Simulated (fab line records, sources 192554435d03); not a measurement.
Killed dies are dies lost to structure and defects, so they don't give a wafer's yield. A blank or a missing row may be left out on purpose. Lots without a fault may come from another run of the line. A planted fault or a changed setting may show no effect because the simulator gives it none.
Chamber matching | flow n5_finfet | N5_BEOL_M4_CMP_52 on cmp-02: 4 sister chambers
The step polishes, stops on SiOC, t overpolish 6.8 s, target thk 40 nm. 8 wafers are shown with their chamber, then 8 later ones without.

WAFERS WITH THEIR CHAMBER
wafer  | chamber | motor_current_A (A) | barrier_field_endpoint_s (s)
L083.1 | 2       | 5.5                 | 23.3
L084.5 | 3       | 6.6                 | 24.2
L086.4 | 2       | 5.4                 | 23.8
L086.5 | 1       | 7.3                 | 24.5
L087.1 | 3       | 7.1                 | 24.3
L087.4 | 1       | 7.5                 | 25.7
L087.5 | 0       | 6.3                 | 24.4
L089.3 | 0       | 6.1                 | 24.3

WAFERS WITHOUT THEIR CHAMBER
wafer  | motor_current_A (A) | barrier_field_endpoint_s (s)
L089.4 | 6.3                 | 24.4
L089.6 | 5.3                 | 24.6
L091.2 | 5.3                 | 24.9
L091.3 | 7.3                 | 24.4
L091.5 | 5.5                 | 24.7
L095.1 | 6.8                 | 23.9
L095.3 | 6.1                 | 23.7
L095.5 | 5.5                 | 23.8

WHICH CHAMBER EACH WENT THROUGH
wafer  | from the rows above     | in truth
L089.4 | 0                       | 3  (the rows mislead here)
L089.6 | 2                       | 2
L091.2 | can't be placed: 2 or 0 | 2
L091.3 | can't be placed: 1 or 3 | 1
L091.5 | can't be placed: 2 or 0 | 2
L095.1 | 3                       | 3
L095.3 | can't be placed: 0 or 2 | 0
L095.5 | 2                       | 2
Placed correctly: 3 of 8. Can't be placed from these rows: 4 (the true chamber is among the candidates in 4). Placed wrongly: 1.
How it was worked out, from the rows above alone: a wafer's distance from a chamber is the root of the sum, over the readings, of the square of ((its reading less the chamber's mean) divided by the reading's scatter). The wafer belongs to the nearest chamber; if the next one is less than 2 further off, it can't be placed. A chamber's mean is the mean of its shown wafers. The scatter: the root of (the sum of the squares of (reading less its chamber's mean) over the shown wafers, divided by (wafers less chambers)).
